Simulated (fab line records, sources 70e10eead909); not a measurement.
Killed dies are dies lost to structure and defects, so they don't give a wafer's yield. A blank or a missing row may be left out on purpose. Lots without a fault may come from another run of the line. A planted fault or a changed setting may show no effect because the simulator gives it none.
Which tool did it? | flow nand_harc | 11 lots, 33 wafers sampled, at 7 steps of a route of 1302

WHAT THE GAUGES READ, wafer by wafer
NHARC_A_BLC_INSPECT_12.
lot  | measured     | on                | raw_defect_count
L645 | day 22 19:50 | defect_inspect-02 | 26 14 20
L646 | day 23 20:18 | defect_inspect-01 | 109 107 101
L647 | day 23 21:01 | defect_inspect-01 | 21 17 24
L648 | day 24 09:16 | defect_inspect-02 | 66 70 82
L654 | day 27 05:14 | defect_inspect-02 | 155 129 153
L655 | day 27 08:45 | defect_inspect-01 | 93 99 91
L656 | day 27 10:31 | defect_inspect-01 | 89 96 78
L657 | day 28 03:40 | defect_inspect-01 | 69 79 62
L662 | day 30 07:29 | defect_inspect-02 | 96 114 114
L664 | day 31 07:19 | defect_inspect-01 | 86 78 71
L666 | day 31 13:52 | defect_inspect-02 | 41 44 50

NHARC_A_M0_CD_MEAS_09: target cd 80 nm.
lot  | measured     | on        | cd_nm (nm)
L645 | day 22 23:44 | cd_sem-01 | 80.2 80.1 79.8
L646 | day 24 00:14 | cd_sem-01 | 79.1 80.0 78.8
L647 | day 24 00:53 | cd_sem-03 | 79.8 80.0 79.2
L648 | day 24 13:26 | cd_sem-02 | 81.3 80.2 81.5
L654 | day 27 09:35 | cd_sem-01 | 95.8 96.1 95.8
L655 | day 27 12:32 | cd_sem-01 | 93.2 92.8 93.2
L656 | day 27 14:53 | cd_sem-03 | 89.8 90.3 89.7
L657 | day 28 07:26 | cd_sem-02 | 91.5 91.3 91.3
L662 | day 30 11:44 | cd_sem-01 | 80.4 81.0 80.1
L664 | day 31 11:24 | cd_sem-02 | 79.8 79.5 79.9
L666 | day 31 17:58 | cd_sem-03 | 79.7 79.0 79.8

NHARC_A_M0_CD_MEAS_16.
lot  | measured     | on        | cd_nm (nm)
L645 | day 23 00:13 | cd_sem-03 | 79.7 79.7 79.8
L646 | day 24 00:43 | cd_sem-03 | 78.4 79.7 78.9
L647 | day 24 01:22 | cd_sem-03 | 79.1 79.4 78.2
L648 | day 24 13:56 | cd_sem-01 | 81.0 80.5 81.6
L654 | day 27 10:04 | cd_sem-02 | 95.6 95.9 95.5
L655 | day 27 13:01 | cd_sem-01 | 92.1 92.6 91.9
L656 | day 27 15:23 | cd_sem-03 | 89.8 90.2 89.7
L657 | day 28 07:55 | cd_sem-02 | 92.2 91.1 91.0
L662 | day 30 12:13 | cd_sem-01 | 79.9 80.9 79.7
L664 | day 31 11:53 | cd_sem-01 | 79.9 80.1 79.4
L666 | day 31 18:28 | cd_sem-02 | 79.1 78.7 78.9

NHARC_END_SORT_01.
lot  | measured     | on        | defect_limited_yield (%) | killed_at_array | killed_at_other | killed_at_periphery | killed_dies | killed_open | killed_short
L656 | day 29 09:08 | prober-01 | 91 92 93                 | 54 53 44        | 1 0 2           | 3 2 1               | 58 55 47    | 3 3 0       | 2 2 1

WHICH TOOL RAN EACH LOT (tool, then ch and the chambers of the sampled wafers, then the start)
lot  | NHARC_A_M0_EXPOSE_06               | NHARC_A_M0_DESCUM_14               | NHARC_A_M0_PRE_CLEAN_29
L645 | arfi_scanner-01 ch 0, day 22 23:36 | rie_diel-10 ch 1,3, day 22 23:55   | pvd_sputter-01, no start
L646 | arfi_scanner-02 ch 0, day 24 00:06 | rie_diel-10 ch 0,1,2, day 24 00:25 | pvd_sputter-03, no start
L647 | arfi_scanner-02 ch 0, day 24 00:45 | rie_diel-04 ch 2,3, day 24 01:04   | pvd_sputter-02, no start
L648 | arfi_scanner-03 ch 0, day 24 13:18 | rie_diel-10 ch 0,3, day 24 13:38   | pvd_sputter-01, no start
L654 | arfi_scanner-02 ch 0, day 27 09:27 | rie_diel-12 ch 0,1, day 27 09:46   | pvd_sputter-03, no start
L655 | arfi_scanner-02 ch 0, day 27 12:24 | rie_diel-10 ch 2,3, day 27 12:43   | pvd_sputter-01, no start
L656 | arfi_scanner-02 ch 0, day 27 14:44 | rie_diel-04 ch 0,2,3, day 27 15:05 | pvd_sputter-01, day 29 09:08 or earlier
L657 | arfi_scanner-02 ch 0, day 28 07:17 | rie_diel-04 ch 0,3, day 28 07:37   | pvd_sputter-01, no start
L662 | arfi_scanner-03 ch 0, day 30 11:35 | rie_diel-12 ch 0,2, day 30 11:55   | pvd_sputter-02, no start
L664 | arfi_scanner-01 ch 0, day 31 11:16 | rie_diel-04 ch 2,3, day 31 11:35   | pvd_sputter-03, no start
L666 | arfi_scanner-01 ch 0, day 31 17:50 | rie_diel-10 ch 0,2,3, day 31 18:10 | pvd_sputter-01, no start
- NHARC_A_M0_EXPOSE_06: exposes mask A M0, target cd 80 nm.
- NHARC_A_M0_DESCUM_14: chemistry O2, time 3 s.
- NHARC_A_M0_PRE_CLEAN_29: time 30 s.

WHAT THE TOOLS THEMSELVES READ (means of the sampled wafers that have a number; where no wafer has one, the mark that the record gives instead)
NHARC_A_M0_EXPOSE_06.
lot  | tool            | exposure_dose_mJ_cm2
L645 | arfi_scanner-01 | 83.23
L646 | arfi_scanner-02 | 83.21
L647 | arfi_scanner-02 | 83.26
L648 | arfi_scanner-03 | 83.23
L654 | arfi_scanner-02 | 106.18
L655 | arfi_scanner-02 | 101.66
L656 | arfi_scanner-02 | 97.87
L657 | arfi_scanner-02 | 97.83
L662 | arfi_scanner-03 | 83.17
L664 | arfi_scanner-01 | 83.35
L666 | arfi_scanner-01 | 83.29

NHARC_A_M0_DESCUM_14.
lot  | tool        | drypump_motor_current_A (A) | o2_flow_sccm (sccm) | oes_product_au (a.u.) | rf_vpp_V (V) | showerhead_plenum_p_Torr (Torr) | throttle_valve_pct (%)
L645 | rie_diel-10 | 5.7                         | 200.6               | 0.990                 | 57.2         | 1.96                            | 11.316
L646 | rie_diel-10 | 5.3                         | 200.3               | 1.000                 | 57.8         | 1.89                            | 11.317
L647 | rie_diel-04 | 6.2                         | 200.6               | 0.992                 | 58.3         | 1.96                            | 11.314
L648 | rie_diel-10 | 5.6                         | 199.8               | 0.999                 | 57.7         | 1.86                            | 11.317
L654 | rie_diel-12 | 5.5                         | 199.5               | 1.026                 | 58.5         | 1.96                            | 11.303
L655 | rie_diel-10 | 5.8                         | 200.3               | 1.007                 | 57.9         | 2.01                            | 11.316
L656 | rie_diel-04 | 6.0                         | 199.8               | 0.986                 | 57.5         | 1.92                            | 11.308
L657 | rie_diel-04 | 5.9                         | 200.2               | 0.998                 | 57.5         | 1.89                            | 11.311
L662 | rie_diel-12 | 5.3                         | 200.6               | 1.011                 | 57.5         | 1.89                            | 11.307
L664 | rie_diel-04 | 6.0                         | 199.7               | 1.002                 | 57.1         | 1.93                            | 11.294
L666 | rie_diel-10 | 5.6                         | 199.3               | 1.001                 | 57.2         | 1.94                            | 11.315

NHARC_A_M0_PRE_CLEAN_29.
lot  | tool           | heater_power_w (W)
L645 | pvd_sputter-01 | 400
L646 | pvd_sputter-03 | 436
L647 | pvd_sputter-02 | 398
L648 | pvd_sputter-01 | 411
L654 | pvd_sputter-03 | 416
L655 | pvd_sputter-01 | 364
L656 | pvd_sputter-01 | 397
L657 | pvd_sputter-01 | 409
L662 | pvd_sputter-02 | 424
L664 | pvd_sputter-03 | 423
L666 | pvd_sputter-01 | 375

THE ANSWER, worked out from the rows above alone
Rule: what is usual is taken from the lots themselves. Put in order of their means at a reading, lots are off if they are a third of the lots or fewer, leave a main group of 4 or more, and stand apart from it by a gap of 3 or more times the standard deviation of the main group's means; of several such gaps the widest counts. A main group whose means are all the same, to the digits that the tables above print for the reading, isn't used. A lot without any number at a reading at which 4 lots or more have one is off too. The other lots that the step has rows for count as sound. The gauges are gone through in route order, then the tools' own readings, and for those a lot's mean is taken as printed above. The first step at which some lot is off is used, and at that step the reading that is off furthest; a lot without a number counts as furthest.
No lot is off at any reading shown: from this, nothing can be told.

WHAT THE SIMULATOR HAD PUT IN
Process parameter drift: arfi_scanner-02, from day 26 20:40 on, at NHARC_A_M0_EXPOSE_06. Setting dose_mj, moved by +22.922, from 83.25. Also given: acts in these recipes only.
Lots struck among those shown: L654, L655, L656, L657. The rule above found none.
